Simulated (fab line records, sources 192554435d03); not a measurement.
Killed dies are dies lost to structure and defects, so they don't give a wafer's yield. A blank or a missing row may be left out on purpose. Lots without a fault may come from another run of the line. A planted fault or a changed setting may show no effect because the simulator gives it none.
fab line records | flow n5_finfet
record lots=6 wafers=17 last_day=17
route steps=1938 shown WELL_APT@51 PMOS_HMC_CHANNEL_EPI@57 PASSIVATION@1936
lots that met no fault: from a run of the same line without faults
start_h: hours from the record's first day to the start of the lot's first wafer shown | wait_h: hours since the lot's step before | " the same as in the row above | L1.1+2: a row that stands for several wafers | - no value, or no start given | * or withheld: withheld | < > ~ a bound
route shown NAME@n: a module of which the file shows steps, and the number in the route of the first | usual: mean/standard deviation of fault-free wafers | same: alike in all rows | chamber/n: place in a boat | sites: the reading at each site | _std_site: their standard deviation | _edge_site: outer sites' mean less inner sites' | radius_mm: how far each site lies from the wafer's centre | mask NAME#n: copy n | behind: the tool/chamber that last shaped the wafer | hold: why the lot was held/for how many hours/how that ended | device: the transistor (n, p or np) that didn't switch | end of line: the same wafers' tests at the end of the route | a step without rows: its recipe alone | killed: dies lost to structure and defects at the first sort, not the wafer's yield | map: a wafer's dies, x killed, . not, _ none there
set.NAME: the setting as run; set.NAME@STEP: as run at that earlier step | model.NAME: the simulator's own value behind a step, which no gauge read
lots at some steps of the route; a table a step, a row a wafer
services: from which hour (start_h, from the record's first day; less than 0 if before it) a tool's chamber was out of use, for how many hours, and why
## steps
# step N5_WELL_APT_OXIDE_STRIP_42
# recipe chemistry=dHF dilution=25:1 time_s=45 temp_c=25 target=SiO2 target_depth_a=120
# step N5_WELL_APT_PRECLEAN_36
# recipe chemistry=O3/DIW time_s=45 temp_c=22 o3_ppm=10
# step N5_WELL_APT_PRECLEAN_39
# recipe chemistry=dHF time_s=60 dilution=150:1 temp_c=25
# step N5_WELL_APT_SRD_37
# recipe dry=ipa_marangoni do_ppb=5 time_s=30 temp_c=23 rinse_liquid=diw
# step N5_WELL_APT_EPI_41
# recipe material=Si target_thk_a=500 temp_c=650 precursor=SiH4/H2 pressure_torr=20 time_s=297.7
# usual chamber_pressure_Torr=20.00/0.039 throttle_valve_pct=11.51/0.3
# columns lot.wafer tool chamber start_h wait_h chamber_pressure_Torr throttle_valve_pct
L728.2 epi_rpcvd-03 0 40.82 0.1 20.02 11.89
L728.4 " 0 " " 20.02 11.92
L728.6 " 0 " " 20.03 11.86
L729.1 epi_rpcvd-04 0 46.03 0.0 20.03 11.30
L729.3 " 0 " " 19.95 11.32
L729.6 " 0 " " 19.94 10.96
L733.1 epi_rpcvd-03 0 73.24 0.0 20.02 11.63
L733.2 " 0 " " 19.99 11.80
L733.6 " 0 " " 20.00 11.81
L737.4 epi_rpcvd-04 0 94.56 0.3 20.01 11.26
L737.5 " 0 " " 19.99 11.45
L737.6 " 0 " " 20.00 11.27
L739.1 epi_rpcvd-03 0 106.12 0.0 20.01 11.91
L739.4 " 0 " " 20.05 11.98
L746.1 epi_rpcvd-04 0 148.18 0.0 20.01 11.26
L746.2 " 0 " " 19.97 11.06
L746.5 " 0 " " 19.97 11.48
# step N5_WELL_APT_INSPECT_38
# recipe inspect_instrument=darkfield mode=post_epi
# usual raw_defect_count=13/5
# columns lot.wafer tool chamber start_h wait_h raw_defect_count
L728.2 defect_inspect-02 - 41.35 0.4 11
L728.4 " - " " 16
L728.6 " - " " 16
L729.1 defect_inspect-02 - 46.67 0.5 12
L729.3 " - " " 7
L729.6 " - " " 10
L733.1 defect_inspect-02 - 74.07 0.7 33
L733.2 " - " " 30
L733.6 " - " " 20
L737.4 defect_inspect-01 - 94.90 0.2 14
L737.5 " - " " 8
L737.6 " - " " 9
L739.1 defect_inspect-02 - 106.75 0.5 14
L739.4 " - " " 17
L746.1 defect_inspect-01 - 149.04 0.7 12
L746.2 " - " " 19
L746.5 " - " " 15
# step N5_PMOS_HMC_CHANNEL_EPI_HM_DEP_34
# recipe material=SiO2 target_thk_a=360 temp_c=400 precursor=TEOS/O2 pressure_torr=6.5 rf_w=900 teos_flow_sccm=161.4 gas=O2 flow_sccm=2650 time_s=6.9
# usual chamber_pressure_Torr=6.499/0.015 heater_power_outer_w=271/42 heater_power_w=510/56 showerhead_plenum_p_Torr=8.343/0.027 throttle_valve_pct=19.2/1.1
# columns lot.wafer tool chamber start_h wait_h chamber_pressure_Torr heater_power_outer_w heater_power_w showerhead_plenum_p_Torr throttle_valve_pct
L728.2 pecvd-04 1 41.39 0.0 6.522 302 551 8.322 19.9
L728.4 " 1 " " 6.494 307 562 8.318 19.9
L728.6 " 1 " " 6.506 306 562 8.328 19.8
L729.1 pecvd-04 0 46.70 0.0 6.507 168 383 8.377 19.2
L729.3 " 0 " " 6.516 167 390 8.369 19.4
L729.6 " 1 " " 6.508 334 591 8.326 19.9
L733.1 pecvd-04 2 74.11 0.0 6.507 320 514 8.360 17.0
L733.2 " 1 " " 6.508 303 567 8.325 19.8
L733.6 " 1 " " 6.509 304 563 8.330 19.7
L737.4 pecvd-04 2 94.95 0.0 6.487 281 467 8.344 16.8
L737.5 " 1 " " 6.499 325 591 8.331 19.7
L737.6 " 0 " " 6.496 236 474 8.362 19.7
L739.1 pecvd-02 1 106.79 0.0 6.482 237 493 8.385 20.6
L739.4 " 1 " " 6.495 234 490 8.362 20.8
L746.1 pecvd-04 1 149.07 0.0 6.514 300 562 8.319 20.0
L746.2 " 0 " " 6.461 183 402 8.362 19.7
L746.5 " 1 " " 6.512 310 557 8.332 19.7
# step N5_PMOS_HMC_CHANNEL_EPI_COAT_31
# recipe resist=BARC temp_c=205 time_s=60 spin_rpm=1500 resist_thk_nm=66
# step N5_PMOS_HMC_CHANNEL_EPI_COAT_03
# recipe resist=CAR-ArF-block spin_rpm=1500 resist_thk_nm=205
# step N5_PMOS_HMC_CHANNEL_EPI_EBR_05
# recipe solvent=PGMEA ebr_width_mm=1.5
# step N5_PMOS_HMC_CHANNEL_EPI_SOFTBAKE_04
# recipe temp_c=110 time_s=60 resist=CAR-ArF-block
# step N5_PMOS_HMC_CHANNEL_EPI_EXPOSE_06
# recipe mask_id=PMOS_HMC_BLK na=1.35 source_shape=conventional sigma_outer=0.8 polarization=unpolarized target_cd_nm=240 dose_mj=41
# step N5_PMOS_HMC_CHANNEL_EPI_PEB_07
# recipe peb_temp_c=110 peb_time_s=60 resist=CAR-ArF-block
# usual chill_plate_temp_C=22.99/0.1
# columns lot.wafer tool chamber start_h wait_h chill_plate_temp_C
L728.2 litho_track-01 0 41.74 0.0 23.01
L728.4 " 0 " " 22.99
L728.6 " 0 " " 22.91
L729.1 litho_track-03 0 47.06 0.1 23.02
L729.3 " 0 " " 23.03
L729.6 " 0 " " 23.23
L733.1 litho_track-05 0 74.46 0.1 22.89
L733.2 " 0 " " 22.93
L733.6 " 0 " " 23.03
L737.4 litho_track-05 0 95.28 0.0 22.95
L737.5 " 0 " " 22.91
L737.6 " 0 " " 22.92
L739.1 litho_track-05 0 107.13 0.1 22.98
L739.4 " 0 " " 22.91
L746.1 litho_track-03 0 149.41 0.1 22.95
L746.2 " 0 " " 22.95
L746.5 " 0 " " 22.89
# step N5_PMOS_HMC_CHANNEL_EPI_DEVELOP_08
# recipe develop_time_s=30 developer=TMAH resist=CAR-ArF-block dev_temp_c=23 rinse_liquid=diw dry=air_spin
# step N5_PMOS_HMC_CHANNEL_EPI_CD_MEAS_09
# recipe target_cd_nm=237.4 landing_energy_ev=500 detector=se_inlens
# usual cd_nm=236.9/0.91
# columns lot.wafer tool chamber start_h wait_h cd_nm
L728.2 cd_sem-01 0 41.81 - 236.7
L728.4 " 0 " " 236.3
L728.6 " 0 " " 235.8
L729.1 cd_sem-01 0 47.12 - 236.5
L729.3 " 0 " " 236.4
L729.6 " 0 " " 237.2
L733.1 cd_sem-01 0 74.53 - 237.8
L733.2 " 0 " " 237.2
L733.6 " 0 " " 236.7
L737.4 cd_sem-03 0 95.34 - 248.0
L737.5 " 0 " " 238.1
L737.6 " 0 " " 237.2
L739.1 cd_sem-01 0 107.19 - 247.3
L739.4 " 0 " " 247.5
L746.1 cd_sem-02 0 149.48 - 237.0
L746.2 " 0 " " 237.6
L746.5 " 0 " " 237.2
# step N5_PMOS_HMC_CHANNEL_EPI_OVL_MEAS_10
# recipe points_per_wafer=44
# usual PMOS_HMC_BLK_OVL=-0.4/0.75
# columns lot.wafer tool chamber start_h wait_h PMOS_HMC_BLK_OVL[nm]
L728.2 overlay-02 0 41.84 0.0 -1.3
L728.4 " 0 " " -1.0
L728.6 " 0 " " -0.4
L729.1 overlay-02 0 47.15 0.0 -0.7
L729.3 " 0 " " -0.7
L729.6 " 0 " " 0.1
L733.1 overlay-01 0 74.56 0.0 -2.8
L733.2 " 0 " " -1.3
L733.6 " 0 " " -1.5
L737.4 overlay-02 0 95.37 0.0 -1.3
L737.5 " 0 " " -0.3
L737.6 " 0 " " -1.0
L739.1 overlay-01 0 107.23 0.0 -0.1
L739.4 " 0 " " 0.6
L746.1 overlay-01 0 149.51 0.0 -0.1
L746.2 " 0 " " -0.6
L746.5 " 0 " " -1.3
# step N5_PMOS_HMC_CHANNEL_EPI_INSPECT_11
# recipe mode=adi inspect_instrument=macro
# usual raw_defect_count=2.0/1.5
# columns lot.wafer tool chamber start_h wait_h raw_defect_count
L728.2 defect_inspect-02 - 41.86 0.0 3
L728.4 " - " " 4
L728.6 " - " " 4
L729.1 defect_inspect-02 - 47.18 0.0 1
L729.3 " - " " 3
L729.6 " - " " 6
L733.1 defect_inspect-01 - 74.58 0.0 1
L733.2 " - " " 1
L733.6 " - " " 2
L737.4 defect_inspect-01 - 95.39 0.0 0
L737.5 " - " " 2
L737.6 " - " " 5
L739.1 defect_inspect-02 - 107.25 0.0 2
L739.4 " - " " 4
L746.1 defect_inspect-01 - 149.53 0.0 0
L746.2 " - " " 4
L746.5 " - " " 1
# step N5_PMOS_HMC_CHANNEL_EPI_DESCUM_14
# recipe chemistry=O2 time_s=7.9 source_power_w=50 bias_power_w=20 pressure_mtorr=20 rf_frequency_hz=2.712e+07 temp_c=40 resist=CAR-ArF-block o2_flow_sccm=225
# usual drypump_motor_current_A=5.7/0.53 oes_product_au=0.81/0.09 rf_vpp_V=243.0/1.3 showerhead_plenum_p_Torr=2.09/0.066 temp_c=40.01/0.12 throttle_valve_pct=20.31/0.19
# columns lot.wafer tool chamber start_h wait_h drypump_motor_current_A oes_product_au rf_hours_counter_h rf_vpp_V showerhead_plenum_p_Torr temp_c throttle_valve_pct model.PMOS_HMC_CHANNEL_EPI.cd_nm
L728.2 rie_diel-02 1 41.90 0.0 6.0 0.70 230 242.8 2.06 39.81 20.59 236.7
L728.4 " 2 " " 6.0 0.71 234 243.0 2.07 39.92 20.73 236.6
L728.6 " 3 " " 5.6 0.73 - 245.1 2.18 40.09 20.37 235.9
L729.1 rie_diel-06 3 47.58 0.4 5.9 0.95 7 242.9 2.06 39.96 20.12 236.7
L729.3 " 2 " " 5.7 0.73 180 242.2 2.08 40.02 20.13 236.4
L729.6 " 3 " " 5.9 0.95 - 242.9 2.06 40.10 20.13 237.4
L733.1 rie_diel-02 0 74.62 0.0 5.9 0.74 185 244.1 2.08 39.91 20.42 237.8
L733.2 " 3 " " 5.6 0.72 171 244.7 2.17 40.00 20.41 237
L733.6 " 2 " " 6.0 0.71 - 241.5 2.07 40.08 20.76 236.3
L737.4 rie_diel-06 3 95.43 0.0 5.9 0.91 21 241.7 2.05 39.96 20.14 248.2
L737.5 " 2 " " 5.6 0.71 - 241.4 2.08 39.95 20.17 238
L737.6 " 3 " " 5.9 0.90 - 242.4 2.05 40.10 20.15 237.2
L739.1 rie_diel-01 1 107.29 0.0 5.8 0.78 128 242.5 2.01 39.96 20.10 247.6
L739.4 " 1 " " 5.8 0.78 - 241.8 2.01 39.91 20.07 247.8
L746.1 rie_diel-06 0 149.57 0.0 5.8 1.02 2 241.7 2.07 40.11 20.17 237.1
L746.2 " 1 " " 6.6 0.89 39 245.6 2.21 40.30 20.35 237.7
L746.5 " 3 " " 5.9 0.85 - 242.5 2.05 40.25 20.18 237.3
# step N5_PMOS_HMC_CHANNEL_EPI_ETCH_32
# recipe chemistry=N2/H2 target=BARC stop_on=SiO2 target_depth_a=858 over_etch_frac=0.3 time_s=50.3 ion_energy_ev=200 mask_material=CAR-ArF-block pressure_mtorr=30 source_w=840 bias_w=150 n2_flow_sccm=200 h2_flow_sccm=200
# usual drypump_motor_current_A=5.7/0.52 oes_product_au=0.69/0.073 rf_vpp_V=523.9/2.5 showerhead_plenum_p_Torr=2.54/0.083 throttle_valve_pct=17.76/0.19
# same over_etch_frac=0.3
# columns lot.wafer tool chamber start_h wait_h drypump_motor_current_A oes_product_au rf_hours_counter_h rf_vpp_V showerhead_plenum_p_Torr throttle_valve_pct
L728.2 rie_diel-02 1 41.93 0.0 6.0 0.60 230 522.4 2.50 18.00
L728.4 " 2 " " 6.0 0.60 234 522.9 2.50 18.09
L728.6 " 3 " " 5.6 0.62 - 526.7 2.65 17.94
L729.1 rie_diel-06 3 47.62 0.0 5.9 0.80 7 523.0 2.49 17.52
L729.3 " 2 " " 5.6 0.61 180 526.0 2.54 17.68
L729.6 " 3 " " 5.9 0.80 - 523.2 2.49 17.52
L733.1 rie_diel-02 0 74.65 0.0 5.9 0.63 185 524.7 2.53 17.87
L733.2 " 3 " " 5.5 0.61 171 528.9 2.65 17.95
L733.6 " 2 " " 6.0 0.61 - 522.9 2.50 18.12
L737.4 rie_diel-06 3 95.46 0.0 5.9 0.77 21 522.9 2.49 17.54
L737.5 " 2 " " 5.6 0.62 - 523.2 2.53 17.70
L737.6 " 3 " " 5.9 0.77 - 522.7 2.49 17.56
L739.1 rie_diel-01 1 107.32 0.0 5.8 0.66 128 521.3 2.45 17.57
L739.4 " 1 " " 5.8 0.66 - 521.6 2.45 17.56
L746.1 rie_diel-06 0 149.60 0.0 5.8 0.84 2 523.0 2.49 17.45
L746.2 " 1 " " 6.6 0.77 39 528.0 2.69 17.82
L746.5 " 3 " " 5.9 0.74 - 523.3 2.48 17.57
# step N5_PMOS_HMC_CHANNEL_EPI_HM_OPEN_15
# recipe chemistry=CHF3/O2 target=SiO2 mask_material=CAR-ArF-block target_depth_a=406 CHF3_flow_sccm=50 O2_flow_sccm=5 Ar_flow_sccm=200 time_s=20.3 pressure_mtorr=30 source_w=650 bias_w=170 ion_energy_ev=200
# usual drypump_motor_current_A=5.7/0.53 oes_product_au=0.81/0.092 rf_vpp_V=524/6.7 showerhead_plenum_p_Torr=2.40/0.079 throttle_valve_pct=18.76/0.2
# columns lot.wafer tool chamber start_h wait_h drypump_motor_current_A oes_product_au rf_hours_counter_h rf_vpp_V showerhead_plenum_p_Torr throttle_valve_pct
L728.2 rie_diel-02 1 41.97 0.0 6.1 0.69 230 518 2.39 19.15
L728.4 " 2 " " 6.0 0.71 234 520 2.37 19.13
L728.6 " 3 " " 5.6 0.73 - 523 2.50 18.85
L729.1 rie_diel-06 3 47.66 0.0 5.9 0.95 7 520 2.37 18.57
L729.3 " 2 " " 5.7 0.72 181 524 2.40 18.65
L729.6 " 3 " " 5.9 0.95 - 522 2.37 18.57
L733.1 rie_diel-02 0 74.70 0.0 6.0 0.73 185 518 2.40 18.95
L733.2 " 3 " " 5.6 0.71 171 525 2.49 18.85
L733.6 " 2 " " 6.0 0.70 - 521 2.37 19.14
L737.4 rie_diel-06 3 95.50 0.0 5.9 0.92 21 522 2.36 18.58
L737.5 " 2 " " 5.6 0.71 - 522 2.39 18.68
L737.6 " 3 " " 5.9 0.91 - 522 2.36 18.58
L739.1 rie_diel-01 1 107.36 0.0 5.8 0.77 128 515 2.32 18.54
L739.4 " 1 " " 5.8 0.76 - 514 2.32 18.53
L746.1 rie_diel-06 0 149.64 0.0 5.8 1.02 2 519 2.37 18.56
L746.2 " 1 " " 6.6 0.90 39 539 2.55 18.86
L746.5 " 3 " " 5.9 0.87 - 521 2.36 18.62
# step N5_PMOS_HMC_CHANNEL_EPI_STRIP_33
# recipe chemistry=N2/H2 power_w=500 temp_c=40 pressure_mtorr=50 rf_frequency_hz=6e+07 overash_fraction=0.3 bias_power_w=8 h2_frac=0.5 n2_flow_sccm=300 h2_flow_sccm=300
# usual drypump_motor_current_A=5.7/0.53 oes_product_au=0.81/0.09 rf_vpp_V=54.2/1.8 showerhead_plenum_p_Torr=3.35/0.11 temp_c=39.98/0.1 throttle_valve_pct=18.85/0.29
# columns lot.wafer tool chamber start_h wait_h drypump_motor_current_A oes_product_au rf_hours_counter_h rf_vpp_V showerhead_plenum_p_Torr temp_c throttle_valve_pct
L728.2 rie_diel-02 1 42.03 0.0 6.0 0.68 230 50.7 3.31 39.83 18.85
L728.4 " 2 " " 6.0 0.71 234 53.7 3.31 40.05 19.07
L728.6 " 3 " " 5.6 0.73 - 52.5 3.50 39.74 19.17
L729.1 rie_diel-06 3 47.72 0.0 5.9 0.94 7 56.6 3.29 39.97 18.65
L729.3 " 2 " " 5.7 0.73 181 51.8 3.35 39.98 18.68
L729.6 " 3 " " 5.9 0.94 - 56.4 3.29 39.87 18.62
L733.1 rie_diel-02 0 74.75 0.0 5.9 0.73 185 55.0 3.34 39.86 18.80
L733.2 " 3 " " 5.6 0.72 171 52.7 3.49 40.15 19.17
L733.6 " 2 " " 6.0 0.71 - 53.7 3.30 39.98 19.05
L737.4 rie_diel-06 3 95.56 0.0 5.9 0.91 21 51.3 3.29 40.10 18.65
L737.5 " 2 " " 5.7 0.70 - 53.6 3.34 39.98 18.73
L737.6 " 3 " " 5.9 0.92 - 53.1 3.29 39.76 18.64
L739.1 rie_diel-01 1 107.42 0.0 5.8 0.78 128 52.7 3.24 40.21 18.59
L739.4 " 1 " " 5.8 0.77 - 52.0 3.24 40.25 18.59
L746.1 rie_diel-06 0 149.70 0.0 5.8 1.01 2 52.1 3.30 39.90 18.35
L746.2 " 1 " " 6.6 0.90 39 55.7 3.55 40.04 18.98
L746.5 " 3 " " 5.9 0.87 - 56.7 3.28 39.96 18.68
# step N5_PMOS_HMC_CHANNEL_EPI_STRIP_17
# recipe chemistry=SPM time_s=750 temp_c=130 h2so4_h2o2_vol_ratio=4 dry=ipa_marangoni
# step N5_PMOS_HMC_CHANNEL_EPI_ETCH_38
# recipe chemistry=CF4 target=SiO2 target_depth_a=15 ion_energy_ev=350 pressure_mtorr=10 icp_w=800 bias_w=400 cf4_flow_sccm=80
# step N5_PMOS_HMC_CHANNEL_EPI_FIN_RECESS_16
# recipe chemistry=HBr/Cl2 target=Si mask_material=SiO2 target_depth_a=540 time_s=18 pressure_mtorr=10 icp_w=800 bias_w=75 HBr_flow_sccm=150 Cl2_flow_sccm=80
# usual drypump_motor_current_A=5.7/0.49 oes_product_au=0.993/0.012 throttle_valve_pct=35.51/0.25
# columns lot.wafer tool chamber start_h wait_h drypump_motor_current_A oes_product_au rf_hours_counter_h throttle_valve_pct model.PMOS_HMC_CHANNEL_EPI.cd_nm
L728.2 rie_si-04 2 42.36 0.0 6.0 0.999 191 35.71 239.1
L728.4 " 0 " " 5.5 0.993 4 35.27 238.7
L728.6 " 1 " " 4.8 0.981 - 35.64 238.2
L729.1 rie_si-04 0 48.04 0.0 5.5 0.994 4 35.26 240.2
L729.3 " 3 " " 6.2 0.984 5 35.08 239
L729.6 " 2 " " 6.0 0.994 - 35.71 240.7
L733.1 rie_si-04 0 75.07 0.0 5.5 0.992 5 35.27 240
L733.2 " 1 " " 4.8 0.997 111 35.62 238.9
L733.6 " 0 " " 5.5 0.989 - 35.27 238.1
L737.4 rie_si-03 0 95.88 0.0 4.9 1.001 79 35.40 250.9
L737.5 " 3 " " 5.9 1.005 - 35.29 240.1
L737.6 " 2 " " 5.7 0.990 - 35.91 240.6
L739.1 rie_si-04 3 107.76 0.0 6.1 0.964 6 35.10 249.9
L739.4 " 0 " " 5.5 0.994 5 35.27 250.5
L746.1 rie_si-04 2 150.05 0.0 6.0 1.000 193 35.71 239.8
L746.2 " 3 " " 6.2 0.982 7 35.07 240
L746.5 " 3 " " 6.2 0.983 - 35.09 240
# step N5_PMOS_HMC_CHANNEL_EPI_PRECLEAN_36
# recipe chemistry=O3/DIW time_s=45 temp_c=22 o3_ppm=10
# step N5_PASSIVATION_PROBE_49
# usual killed_at_M0_to_M3=35/11 killed_at_M4_up=14/5.4 killed_at_contacts=12/6.2 killed_at_front_end=38/11 killed_at_other=4.1/2.8 killed_dies=103/17 killed_open=66/13 killed_short=34/8.2
# same gross_dies=1180 killed_at_back_side=0
# columns lot.wafer tool chamber start_h wait_h killed_at_M0_to_M3 killed_at_M4_up killed_at_contacts killed_at_front_end killed_at_other killed_dies killed_open killed_short
L728.2 prober-01 - 294.27 0.7 32 6 17 51 10 116 76 34
L728.4 prober-01 - 294.37 0.8 18 8 19 55 11 111 76 32
L728.6 prober-01 - 294.47 0.9 27 11 12 47 8 105 66 33
L729.1 prober-02 - 304.21 0.0 39 7 9 54 9 118 58 58
L729.3 prober-02 - 304.31 0.1 35 16 16 28 8 103 63 38
L729.6 prober-02 - 304.46 0.3 35 9 26 36 3 109 73 35
L733.1 prober-01 - 334.77 0.0 23 9 16 28 5 81 47 32
L733.2 prober-01 - 334.82 0.1 37 7 13 49 4 110 71 38
L733.6 prober-01 - 335.02 0.3 28 10 12 34 3 87 54 31
L737.6 prober-02 - 346.22 0.3 20 17 9 36 4 86 53 29
L739.1 prober-02 - 358.02 0.0 36 8 13 38 4 99 63 34
# killed by level:class
L728.2 MOL_CONTACT_COAG:geometric_particle:open=15 DUMMY_GATE:geometric_particle:open=12 BEOL_M2:geometric_particle:open=12 FIN_SAQP:geometric_particle:short=9 FIN_SAQP:geometric_particle:open=5 BEOL_M0_SAQP:geometric_particle:open=5 ILD0:geometric_particle:short=4 BEOL_M2:geometric_particle:short=4
L728.4 STI_FIN_REVEAL:geometric_particle:open=18 MOL_CONTACT_COAG:geometric_particle:open=13 BEOL_M2:geometric_particle:open=7 GATE_CUT:geometric_particle:open=6 MOL_CONTACT_COAG:geometric_particle:short=6 DUMMY_GATE:geometric_particle:open=5 PAD_METAL:geometric_particle:open=5 ILD0:geometric_particle:short=4
L728.6 FIN_SAQP:geometric_particle:open=14 MOL_CONTACT_COAG:geometric_particle:open=11 BEOL_M2:geometric_particle:open=10 BEOL_M0_SAQP:geometric_particle:short=7 FIN_SAQP:geometric_particle:short=6 STI_FIN_REVEAL:geometric_particle:open=6 ILD0:geometric_particle:short=4 BEOL_M0_SAQP:geometric_particle:open=4
L729.1 FIN_SAQP:geometric_particle:short=23 BEOL_M0_SAQP:geometric_particle:short=9 BEOL_M0_SAQP:geometric_particle:open=8 FIN_SAQP:geometric_particle:open=7 BEOL_M2:geometric_particle:open=7 MOL_CONTACT_COAG:geometric_particle:open=5 DUMMY_GATE:geometric_particle:open=4 GATE_CUT:geometric_particle:short=4
L729.3 MOL_CONTACT_COAG:geometric_particle:open=10 BEOL_M0_SAQP:geometric_particle:short=9 BEOL_M0_SAQP:geometric_particle:open=9 STI_FIN_REVEAL:geometric_particle:open=5 MOL_CONTACT_COAG:geometric_particle:short=5 DUMMY_GATE:geometric_particle:open=4 BEOL_M1:geometric_particle:short=4 BEOL_M2:geometric_particle:open=4
L729.6 MOL_CONTACT_COAG:geometric_particle:open=20 BEOL_M1:geometric_particle:open=12 DUMMY_GATE:geometric_particle:open=5 MOL_CONTACT_COAG:geometric_particle:short=5 BEOL_M0_SAQP:geometric_particle:short=5 BEOL_M2:geometric_particle:open=5 FIN_SAQP:geometric_particle:open=4 FIN_SAQP:geometric_particle:short=4
L733.1 MOL_CONTACT_COAG:geometric_particle:open=11 FIN_SAQP:geometric_particle:open=9 BEOL_M0_SAQP:geometric_particle:short=6 MOL_CONTACT_COAG:geometric_particle:short=5 BEOL_M3:geometric_particle:open=5 BEOL_M3:geometric_particle:short=4 BEOL_M4:geometric_particle:open=4 FIN_SAQP:geometric_particle:short=3
L733.2 STI_FIN_REVEAL:geometric_particle:open=15 MOL_CONTACT_COAG:geometric_particle:open=11 BEOL_M0_SAQP:geometric_particle:open=10 FIN_SAQP:geometric_particle:open=9 GATE_CUT:geometric_particle:short=6 BEOL_M0_SAQP:geometric_particle:short=6 BEOL_M3:geometric_particle:short=6 BEOL_M1:geometric_particle:open=5
L733.6 FIN_SAQP:geometric_particle:short=12 MOL_CONTACT_COAG:geometric_particle:open=8 BEOL_M0_SAQP:geometric_particle:open=7 BEOL_M3:geometric_particle:open=6 BEOL_M4:geometric_particle:open=6 BEOL_M1:geometric_particle:open=5 MOL_CONTACT_COAG:geometric_particle:short=4 FIN_SAQP:geometric_particle:open=3
L737.6 BEOL_M0_SAQP:geometric_particle:open=8 FIN_SAQP:geometric_particle:short=7 STI_FIN_REVEAL:geometric_particle:open=6 MOL_CONTACT_COAG:geometric_particle:open=6 BEOL_M0_SAQP:geometric_particle:short=5 STARTING-WAFER:geometric_particle:open=5 FIN_SAQP:geometric_particle:open=4 ILD0:geometric_particle:open=4
L739.1 FIN_SAQP:geometric_particle:short=11 MOL_CONTACT_COAG:geometric_particle:open=10 FIN_SAQP:geometric_particle:open=8 STI_FIN_REVEAL:geometric_particle:open=7 BEOL_M0_SAQP:geometric_particle:short=7 BEOL_M2:geometric_particle:open=7 BEOL_M1:geometric_particle:open=6 BEOL_M0:geometric_particle:open=5
## services
# columns tool chamber start_h hours kind
rie_diel-01 - 40.32 0.4 repair
pecvd-02 - 70.15 1.5 repair
pecvd-02 0 73.14 8.3 repair
rie_diel-01 3 89.53 8.7 repair
rie_diel-01 3 103.31 18.9 repair
rie_diel-02 2 105.26 7.6 repair
rie_diel-02 2 112.90 - clean
rie_diel-02 2 112.90 - consumable_replace:focus_ring
rie_diel-02 2 112.90 18.0 scheduled_down
rie_diel-02 2 112.90 18.0 vent_cycle
rie_diel-06 0 115.84 5.3 repair
rie_diel-06 0 121.19 - clean
rie_diel-06 0 121.19 - consumable_replace:focus_ring
rie_diel-06 0 121.19 21.9 scheduled_down
rie_diel-06 0 121.19 21.9 vent_cycle
epi_rpcvd-03 - 127.45 2.8 pm
rie_diel-06 1 128.14 16.7 repair
rie_diel-02 1 131.21 - clean
rie_diel-02 1 131.21 - consumable_replace:focus_ring
rie_diel-02 2 132.32 6.3 repair
pecvd-04 - 133.72 14.6 pm
rie_diel-06 2 142.69 23.3 repair
rie_si-04 1 143.87 14.4 repair
rie_si-03 2 145.46 1.2 repair
## key
first_sign step=N5_PMOS_HMC_CHANNEL_EPI_CD_MEAS_09 reading=cd_nm direction=up sigmas=12 usual=236.9 struck=247.6
effect none on later readings
model_effect step=N5_PMOS_HMC_CHANNEL_EPI_DESCUM_14 value=PMOS_HMC_CHANNEL_EPI.cd_nm without=237.6 struck=247.9
model_effect step=N5_PMOS_HMC_CHANNEL_EPI_FIN_RECESS_16 value=PMOS_HMC_CHANNEL_EPI.cd_nm without=240.1 struck=250.4
met_at N5_PMOS_HMC_CHANNEL_EPI_PEB_07
struck_wafers L737.4,L739.1,L739.4
tester_left_out L737,L739
onset_between 74.46 95.28
fault kind=process_parameter_drift tool=litho_track-05 chamber=- onset_h=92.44 steps=N5_PMOS_HMC_CHANNEL_EPI_PEB_07 channel=peb_time_s offset=* shape=step end_h=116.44 scope=struck_wafers_only acts_in=* stated=*
# tester_left_out: of these lots the tester's yield and bins aren't shown, on N5 and GAA mostly nor the transistor test; their killed dies are dies lost to structure and defects alone, not to doping, threshold or leakage, so they don't give the yield
